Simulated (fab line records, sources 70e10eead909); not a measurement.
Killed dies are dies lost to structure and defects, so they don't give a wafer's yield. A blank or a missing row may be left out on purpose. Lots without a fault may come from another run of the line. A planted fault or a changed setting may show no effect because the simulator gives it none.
One fault seen from 2 desks | flow nand_harc | each desk has only its own numbers; what lay behind them comes last

THE TOOL OWNER'S DESK: pvd_sputter-03
The tool's own readings at NHARC_A_M1_PVD_21 (deposits Cu, target thk 30 nm, time 20.49 s): means of the sampled wafers that have a number, for each lot that ran on this tool. A lot is out of limits, marked OUT, if its mean lies more than 4 standard deviations from the usual mean; the brackets give that distance.
Columns: A = throttle_valve_pct at NHARC_A_M1_PVD_21, usual 29.7 %
lot  | first seen here | A
L971 | day 24 04:30    | 29.8
L972 | day 24 11:53    | 29.5
L975 | day 27 05:05    | 30.2
L979 | day 28 14:25    | 30.0
This desk's finding: nothing out of limits on any of the 4 lots.

THE METROLOGY DESK
What the gauges read, lot by lot, whatever tool the lot ran on: means of the sampled wafers that have a number. A lot is out of limits, marked OUT, if its mean lies more than 4 standard deviations from the usual mean; the brackets give that distance.
Columns: A = cd_nm at NHARC_A_M1_CD_MEAS_09, usual 119.9 nm; B = cd_nm at NHARC_A_M1_CD_MEAS_16, usual 119.9 nm
lot  | first seen here | A     | B
L967 | day 22 18:56    | 120.2 | 119.7
L968 | day 23 08:24    | 119.8 | 119.1
L969 | day 23 08:50    | 120.1 | 120.6
L971 | day 24 03:05    | 120.2 | 120.2
L972 | day 24 10:26    | 120.5 | 120.2
L973 | day 25 10:33    | 119.9 | 119.7
L975 | day 27 03:40    | 119.9 | 120.3
L979 | day 28 12:58    | 120.0 | 120.0
L982 | day 29 09:41    | 119.6 | 119.3
L985 | day 30 10:17    | 119.6 | 119.8
L987 | day 30 20:22    | 120.0 | 120.2
L988 | day 31 10:35    | 119.4 | 119.3
L990 | day 32 16:14    | 119.7 | 119.5
L989 | day 33 05:20    | 120.3 | 119.8
This desk's finding: nothing out of limits on any of the 14 lots.

PUT TOGETHER
The tool owner's desk saw nothing out of limits.
The metrology desk saw nothing out of limits.

WHAT THE SIMULATOR HAD PUT IN
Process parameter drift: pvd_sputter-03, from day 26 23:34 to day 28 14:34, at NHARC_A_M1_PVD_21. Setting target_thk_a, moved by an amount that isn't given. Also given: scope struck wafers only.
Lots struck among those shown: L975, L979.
